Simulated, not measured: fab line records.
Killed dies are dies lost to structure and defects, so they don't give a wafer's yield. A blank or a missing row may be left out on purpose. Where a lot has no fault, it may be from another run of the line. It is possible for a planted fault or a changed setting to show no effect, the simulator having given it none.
Chamber matching :: flow nand harc :: NHARC_A_BONDPAD_DESCUM_11 on rie diel-03: 4 sister chambers
The step chemistry O2, time 3 s. 4 wafers are shown with their chamber, then 12 later ones without.

== WAFERS PAIRED WITH THEIR CHAMBERS ==
wafer: L089.1
chamber: 2
drypump motor current A (A): 5.4

wafer: L089.5
chamber: 1
drypump motor current A (A): 5.3

wafer: L090.1
chamber: 0
drypump motor current A (A): 5.0

wafer: L090.6
chamber: 3
drypump motor current A (A): 5.7

== WAFERS MISSING THEIR CHAMBER ==
wafer: L092.1
drypump motor current A (A): 5.3

wafer: L092.2
drypump motor current A (A): 5.4

wafer: L092.4
drypump motor current A (A): 4.9

wafer: L094.1
drypump motor current A (A): 5.7

wafer: L094.3
drypump motor current A (A): 5.3

wafer: L094.4
drypump motor current A (A): 5.4

wafer: L096.2
drypump motor current A (A): 5.3

wafer: L096.4
drypump motor current A (A): 5.4

wafer: L096.6
drypump motor current A (A): 5.0

wafer: L097.1
drypump motor current A (A): 5.0

wafer: L097.3
drypump motor current A (A): 5.4

wafer: L097.5
drypump motor current A (A): 5.5

== WHICH CHAMBER EACH WENT THROUGH ==
wafer: L092.1
from the rows above: 1
in truth: 1

wafer: L092.2
from the rows above: 2
in truth: 2

wafer: L092.4
from the rows above: 0
in truth: 0

wafer: L094.1
from the rows above: 3
in truth: 3

wafer: L094.3
from the rows above: 1
in truth: 1

wafer: L094.4
from the rows above: 2
in truth: 2

wafer: L096.2
from the rows above: 1
in truth: 1

wafer: L096.4
from the rows above: 2
in truth: 2

wafer: L096.6
from the rows above: 0
in truth: 0

wafer: L097.1
from the rows above: 0
in truth: 0

wafer: L097.3
from the rows above: 2
in truth: 2

wafer: L097.5
from the rows above: 2
in truth: 2
Correctly placed: 12 of 12. Not placeable from these rows: 0. Wrongly placed: 0.
How it was worked out, from the rows above alone: a wafer's distance from a chamber is the root of the sum, over the readings, of the square of ((its reading less the chamber's mean) divided by the reading's scatter). If the next closest chamber is less than 2 further off than the closest, the wafer can't be placed; otherwise it belongs to the closest. The mean given for a chamber averages the wafers shown for that chamber. The scatter: with one shown wafer a chamber, the root of the mean of the squares of how far each hidden wafer lies from its nearest shown one.
